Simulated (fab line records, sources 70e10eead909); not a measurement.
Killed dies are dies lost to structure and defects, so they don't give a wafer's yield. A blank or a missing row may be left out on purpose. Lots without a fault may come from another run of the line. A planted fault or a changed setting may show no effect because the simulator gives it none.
A struck lot beside a sound one | flow nand_harc | 15 steps out of a route of 1302
Sound: wafers L650.1, L650.3, L650.4. Struck: wafer L659.6. (L659.2, L659.5 of the same lot were not struck and are left out.) The cause comes at the end.
At each step with rows: each side's tool, then ch and its chambers, then its first start. Under that, the readings that differ: sound wafers | struck wafers | difference of the means | sigmas: that difference in standard deviations of wafers without a fault.
alike: readings whose means differ by less than 2 such deviations, and words and numbers that are the same on both sides. not compared: withheld readings, readings that some wafer has no value for, bounds like >300 that may hide the same value, and numbers for which the record gives no deviation and whose values overlap.
The two part at a step that has a row with sigmas, a row that says differs or no value, or rows on one side only. Numbers that don't overlap but have no deviation are shown without sigmas and don't part them. A reading that every wafer of one side lacks parts them only if that side has two wafers or more.

NHARC_A_CHANNEL_HOLE_D2_XSEM_32:
  sound on xsem-02 ch 0, day 13 10:10; struck on xsem-01 ch 0, day 17 05:41
  reading     | sound          | struck | difference | sigmas
  bow_nm (nm) | 8.96 8.92 8.85 | 8.35   | -0.56      | -2
  alike: bot_cd_nm, tilt_deg
NHARC_A_CHANNEL_HOLE_D2_INSPECT_40:
  sound on defect_inspect-02, day 13 10:16; struck on defect_inspect-01, day 17 05:47
  alike: raw_defect_count
then, 2 steps without rows for these wafers: NHARC_A_CHANNEL_FILL_D2_PRECLEAN_00 (cleans in SC1); NHARC_A_CHANNEL_FILL_D2_SRD_01.
NHARC_A_CHANNEL_FILL_D2_ALD_02: deposits SiO2, target thk 6 nm, pulse time 10 s, ald cycles 60.
  sound on ald_hk-03 ch 0,1,2, day 13 10:31; struck on ald_hk-02 ch 1, day 17 05:58
  alike: heater_power_w, precursor_pulse_height_rel
NHARC_A_CHANNEL_FILL_D2_ALD_03: deposits SiNx, target thk 6 nm, pulse time 60 s, ald cycles 58.
  sound on ald_sin_batch-03 ch 0; struck on ald_sin_batch-01 ch 0
  alike: chamber_pressure_Torr, precursor_pulse_height_rel
then, 1 step without rows for these wafers: NHARC_A_CHANNEL_FILL_D2_ALD_14 (deposits SiO2, target thk 2.5 nm, pulse time 10 s, ald cycles 25).
NHARC_A_CHANNEL_FILL_D2_ALD_15: deposits SiNx, target thk 2 nm, pulse time 60 s, ald cycles 19.
  sound on ald_sin_batch-03 ch 0; struck on ald_sin_batch-02 ch 0
  alike: chamber_pressure_Torr, precursor_pulse_height_rel
then, 4 steps without rows for these wafers: NHARC_A_CHANNEL_FILL_D2_ALD_16 (deposits SiO2, target thk 1.5 nm, pulse time 10 s, ald cycles 15); NHARC_A_CHANNEL_FILL_D2_ANNEAL_17 (time 1800 s); NHARC_A_CHANNEL_FILL_D2_CVD_18 (deposits poly-Si, target thk 3 nm); NHARC_A_CHANNEL_FILL_D2_ETCHBACK_19 (etches the open film in HBr/Cl2, target depth 5 nm, time 1.7 s).
NHARC_A_CHANNEL_FILL_D2_ETCHBACK_20: etches the open film in C4F8/O2/Ar, target depth 27 nm, time 13.5 s.
  sound on rie_diel-08 ch 0,1,3, day 14 12:40; struck on rie_diel-08 ch 0, day 18 06:49
  reading          | sound          | struck | difference | sigmas
  run_length_s (s) | 34.5 35.0 34.6 | 28.0   | -6.7       | -19
  alike: oes_product_au, rf_vpp_V
  not compared: rf_hours_counter_h
NHARC_A_CHANNEL_FILL_D2_STRIP_28: strips in O2, time 20 s.
  sound on rie_diel-08 ch 0,1,2, day 14 12:46; struck on rie_diel-08 ch 3, day 18 06:55
  reading                | sound                | struck | difference | sigmas
  rf_vpp_V (V)           | 56.3 57.0 57.9       | 59.3   | +2.2       | +3
  throttle_valve_pct (%) | 17.031 17.023 17.035 | 17.049 | +0.019     | +2
  alike: drypump_motor_current_A, oes_product_au, showerhead_plenum_p_Torr
  not compared: rf_hours_counter_h
-- the record jumps here: 10 days lie between the struck wafers' starts before and after (it left off in module A_CHANNEL_FILL_D2 and takes up again in module END, whose first step shown is number 1302 of the route) --
NHARC_END_SORT_01:
  sound on prober-01 ch 0, day 24 17:40; struck on prober-02 ch 0, day 28 07:50
  reading         | sound    | struck                   | difference                   | sigmas
  hold            | - - -    | await_dispo/1.6h/release | no value on the sound wafers |
  killed_at_array | 80 86 93 | 677                      | +591                         | +49
  killed_dies     | 89 88 97 | 677                      | +586                         | +45
  alike: killed_at_other, killed_at_periphery, killed_open, killed_short

WHERE THEY PART
First at NHARC_A_CHANNEL_HOLE_D2_XSEM_32; last, within this record, at NHARC_END_SORT_01.

WHY: what the simulator had put in
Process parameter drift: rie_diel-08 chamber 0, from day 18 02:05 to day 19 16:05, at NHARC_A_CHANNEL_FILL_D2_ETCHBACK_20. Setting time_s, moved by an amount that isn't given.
